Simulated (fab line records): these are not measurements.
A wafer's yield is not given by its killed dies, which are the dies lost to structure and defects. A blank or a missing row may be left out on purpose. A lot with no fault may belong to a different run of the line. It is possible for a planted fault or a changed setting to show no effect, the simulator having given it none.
A struck lot beside a sound one ; flow n5 finfet ; 25 steps out of a route of 1938
Sound: these wafers, L340.1, L340.3, L340.4. Wafers L346.3, L346.4, L346.5 were the ones struck. At the end, the cause is stated.
For every step that has rows: the tool of each side, followed by ch and its chambers, followed by its first start. Under that, the readings that differ: sound wafers ; struck wafers ; difference of the means ; sigmas: that difference in standard deviations of wafers without a fault.
alike: readings with means less than 2 such deviations apart, plus words and numbers identical on both sides. not compared: withheld readings, readings lacking a value on some wafer, bounds such as >300 that could conceal the same value, and numbers that have no deviation in the record and whose values overlap.
Wherever a step has rows on one side only, a row that says differs or no value, or a row with sigmas, the two part there. Numbers that don't overlap but have no deviation are shown without sigmas and don't part them. A reading missing from all wafers of one side parts the sides only when that side holds two or more wafers.

first, 2 steps without rows for these wafers: N5_BEOL_M0_TRENCH_ETCH_107 (etches SiOC in C4F6/O2, target depth 32.8 nm, time 16.4 s); N5_BEOL_M0_STRIP_142 (strips in N2/H2, time 10 s).
N5_BEOL_M0_OCD_MEAS_108:
  sound on ocd-02, day 8 06:01; struck on ocd-01, day 9 14:45
  alike: trench depth nm
then, 2 steps without rows for these wafers: N5_BEOL_M0_HM_STRIP_129 (strips TiN in peroxide tin strip, target depth 17 nm, time 108 s); N5_BEOL_M0_SRD_130 (time 30 s).
N5_BEOL_M0_ETCH_109: etches SiCN in CH3F/O2, target depth 8 nm, overetch 2.4 nm, time 27.4 s.
  sound on rie diel-05 ch 0,2,3, day 8 06:10; struck on rie diel-03 ch 2,3, day 9 15:01
reading;sound;struck;difference;sigmas
showerhead plenum p Torr (Torr);1.99 2.04 2.08;2.02 1.84 1.84;-0.14;-2
  alike: drypump motor current A, oes product au, rf vpp V, throttle valve pct
  not compared: rf hours counter h
then, 3 steps without rows for these wafers: N5_BEOL_M0_STRIP_139 (strips in post etch residue remover, time 60 s); N5_BEOL_M0_SRD_111 (time 30 s); N5_BEOL_M0_DEGAS_112 (time 60 s).
N5_BEOL_M0_PRE_CLEAN_113: time 30 s.
  sound on pvd sputter-03, day 8 07:59; struck on pvd sputter-02, day 9 15:16
  alike: heater power w
N5_BEOL_M0_ALD_136: deposits TaN, pulse time 2 s, purge time 3 s, co reactant purge time 2 s.
  sound on ald metal-01 ch 0,1,3, day 8 08:02; struck on ald metal-01 ch 1,2, day 9 15:20
  alike: heater power w
next, for these wafers, 1 step has no rows: N5_BEOL_M0_SURFACE_TREAT_137.
N5_BEOL_M0_CVD_115: deposits Co from CCTBA/H2, time 120 s.
  sound on cvd co-01 ch 0,1,2, day 8 08:20; struck on cvd co-02 ch 1,2, day 9 15:53
  no value came back on the struck wafers for chamber pressure Torr (Torr), run length s (s); on the sound wafers chamber pressure Torr (Torr) reads 29.93 29.92 29.86
then, 5 steps without rows for these wafers: N5_BEOL_M0_SPUTTER_116 (material Cu, target thk 4 nm, time 7.37 s); N5_BEOL_M0_ANNEAL_117 (time 60 s); N5_BEOL_M0_SPUTTER_132 (material Cu, target thk 4 nm, time 7.37 s); N5_BEOL_M0_ANNEAL_133 (time 60 s); N5_BEOL_M0_SPUTTER_134 (material Cu, target thk 4 nm, time 7.37 s).
N5_BEOL_M0_ANNEAL_135: time 60 s.
  sound on pvd sputter-01, day 8 08:46; struck on pvd sputter-01, day 9 16:38
  alike: heater power w
N5_BEOL_M0_SPUTTER_141: material Cu, target thk 4 nm, time 7.37 s.
  sound on pvd sputter-01, day 8 08:49; struck on pvd sputter-01, day 9 16:41
  alike: chuck gas flow sccm, throttle valve pct
then, 2 steps without rows for these wafers: N5_BEOL_M0_ECD_118 (material Cu, target thk 300 nm); N5_BEOL_M0_ANNEAL_119 (time 90 s).
N5_BEOL_M0_CMP_120: polishes, stops on SiOC, t overpolish 6.9 s.
  sound on cmp-04 ch 0,2,3, day 8 09:20; struck on cmp-01 ch 1,2, day 9 17:23
reading;sound;struck;difference;sigmas
barrier field endpoint s (s);3.60 3.62 3.69;1.76 1.81 1.81;-1.84;-18
  alike: edge zone pressure frac, motor current A
N5_BEOL_M4_RC_MEAS_101:
  the record has rows for the sound wafers here (prober-02 ch 0, day 11 07:45) and none for the struck ones
-- here the record skips 9 days between the struck wafers' starts before and after, leaving off in module BEOL_M4 and picking up in module PASSIVATION (first step shown: number 1936 of the route) --
N5_PASSIVATION_PROBE_49:
  sound on prober-01, day 16 03:46; struck on prober-02, day 18 15:50
reading;sound;struck;difference;sigmas
defect limited yield (%);90.8 90.6 91.7;0 0 0;-91;-70
killed_at_M0_to_M3;21 24 24;1125 1118 1123;+1099;+99 or more
killed dies;109 111 98;1180 1180 1180;+1074;+67
killed on rim;11 15 11;152 152 152;+140;+35
sort_bin_5_function (%);5.6 4.8 4.5;90.2 89.6 88.0;+84.3;+99 or more
sort_bin_6_memory (%);3.3 4.3 3.4;9.3 10.2 11.7;+6.7;+10
sort n pass;1071 1069 1082;0 0 0;-1074;-67
sort yield pct (%);90.8 90.6 91.7;0 0 0;-91;-70
  alike: killed_at_M4_up, killed at contacts, killed at front end, killed at other, killed open, killed short

== WHERE THEY PART ==
Earliest at N5_BEOL_M0_ETCH_109; latest, in this record, at N5_PASSIVATION_PROBE_49.

WHY: whatever the simulator had introduced
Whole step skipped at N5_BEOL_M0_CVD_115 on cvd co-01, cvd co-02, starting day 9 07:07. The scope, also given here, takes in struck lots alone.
